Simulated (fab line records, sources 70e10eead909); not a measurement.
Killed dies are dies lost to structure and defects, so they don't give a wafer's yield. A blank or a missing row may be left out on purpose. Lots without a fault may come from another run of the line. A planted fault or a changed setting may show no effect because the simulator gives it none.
Chamber matching | flow nand_harc | NHARC_A_BONDPAD_DEP_00 on pecvd-01: 3 sister chambers
The step deposits SiCN, target thk 250 nm. 3 wafers are shown with their chamber, then 8 later ones without.

WAFERS WITH THEIR CHAMBER
wafer  | chamber | showerhead_vpp_V (V)
L532.4 | 2       | 1389
L535.5 | 1       | 1294
L534.2 | 0       | 1328

WAFERS WITHOUT THEIR CHAMBER
wafer  | showerhead_vpp_V (V)
L534.3 | 1380
L534.5 | 1341
L533.1 | 1379
L533.2 | 1295
L533.3 | 1321
L544.2 | 1319
L544.4 | 1317
L544.5 | 1361

WHICH CHAMBER EACH WENT THROUGH
wafer  | from the rows above     | in truth
L534.3 | 2                       | 2
L534.5 | 0                       | 0
L533.1 | 2                       | 2
L533.2 | 1                       | 1
L533.3 | can't be placed: 0 or 1 | 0
L544.2 | can't be placed: 0 or 1 | 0
L544.4 | can't be placed: 0 or 1 | 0
L544.5 | can't be placed: 2 or 0 | 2
Placed correctly: 4 of 8. Can't be placed from these rows: 4 (the true chamber is among the candidates in 4). Placed wrongly: 0.
How it was worked out, from the rows above alone: a wafer's distance from a chamber is the root of the sum, over the readings, of the square of ((its reading less the chamber's mean) divided by the reading's scatter). The wafer belongs to the nearest chamber; if the next one is less than 2 further off, it can't be placed. A chamber's mean is the mean of its shown wafers. The scatter: with one shown wafer a chamber, the root of the mean of the squares of how far each hidden wafer lies from its nearest shown one.
